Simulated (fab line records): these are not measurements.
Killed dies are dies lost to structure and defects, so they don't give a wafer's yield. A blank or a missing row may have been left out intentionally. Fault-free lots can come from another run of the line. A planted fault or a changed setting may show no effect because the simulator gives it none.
Chamber matching    flow n5 finfet    N5_HKMG_FIN_NWFM_ALD_20 on ald metal-01 has 4 sister chambers
The step deposits TiAlC, target thk 2 nm, pulse time 3 s, purge time 2 s. 16 wafers are shown with their chamber, then 8 later ones without.

== WAFERS WITH THEIR CHAMBER ==
wafer   chamber  heater power w (W)  precursor pulse height rel  chamber pressure Torr (Torr)
L075.1  3        444                 0.993                       2.996
L075.3  1        446                 1.012                       3.003
L075.4  0        484                 0.979                       3.001
L076.1  1        437                 1.029                       2.997
L076.3  2        416                 0.976                       2.989
L076.6  0        489                 0.988                       3.005
L079.1  2        433                 0.976                       3.001
L079.3  3        435                 0.972                       2.995
L079.4  1        428                 1.002                       2.996
L082.1  3        445                 1.000                       2.997
L082.3  2        422                 1.007                       2.999
L082.5  2        424                 0.996                       3.014
L087.2  2        432                 0.964                       2.995
L087.3  3        438                 0.987                       3.010
L087.5  1        425                 0.991                       3.003
L093.3  3        435                 0.993                       3.005

SIGNATURES (means of the wafers above)
reading                     chamber 0  chamber 1  chamber 2  chamber 3  scatter within a chamber
heater power w              486.50     434.00     425.40     439.40     6.95
precursor pulse height rel  0.98350    1.00850    0.98380    0.98900    0.0143
chamber pressure Torr       3.00300    2.99975    2.99960    3.00060    0.00687
Rule: for a wafer and a chamber, the distance is found by dividing, reading by reading, the gap between the wafer's reading and the chamber's mean by the reading's scatter, squaring, summing and taking the root. If the next closest chamber is less than 2 further off than the closest, the wafer can't be placed; otherwise it belongs to the closest. The scatter is the square root of a quotient: the sum, over the shown wafers, of each reading's squared deviation from its chamber's mean, divided by wafers minus chambers.

== WAFERS WITHOUT THEIR CHAMBER ==
wafer   heater power w (W)  precursor pulse height rel  chamber pressure Torr (Torr)
L093.4  444                 1.020                       2.999
L093.6  419                 0.979                       3.007
L096.1  442                 0.979                       3.005
L096.5  418                 1.007                       3.009
L096.6  432                 0.986                       3.012
L097.1  491                 1.005                       3.006
L097.2  423                 1.014                       3.001
L097.3  428                 1.031                       2.999

== THE CHAMBER EACH PASSED THROUGH ==
wafer   from the rows above           in truth
L093.4  can't be placed: 1 or 3       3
L093.6  can't be placed: 2 or 3 or 1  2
L096.1  can't be placed: 3 or 1 or 2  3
L096.5  can't be placed: 2 or 1 or 3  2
L096.6  can't be placed: 3 or 2 or 1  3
L097.1  0                             0
L097.2  can't be placed: 1 or 2 or 3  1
L097.3  can't be placed: 1 or 2 or 3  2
Correctly placed: 1 of 8. Can't be placed from these rows: 7 (the true chamber is among the candidates in 7). Number placed wrongly: 0.
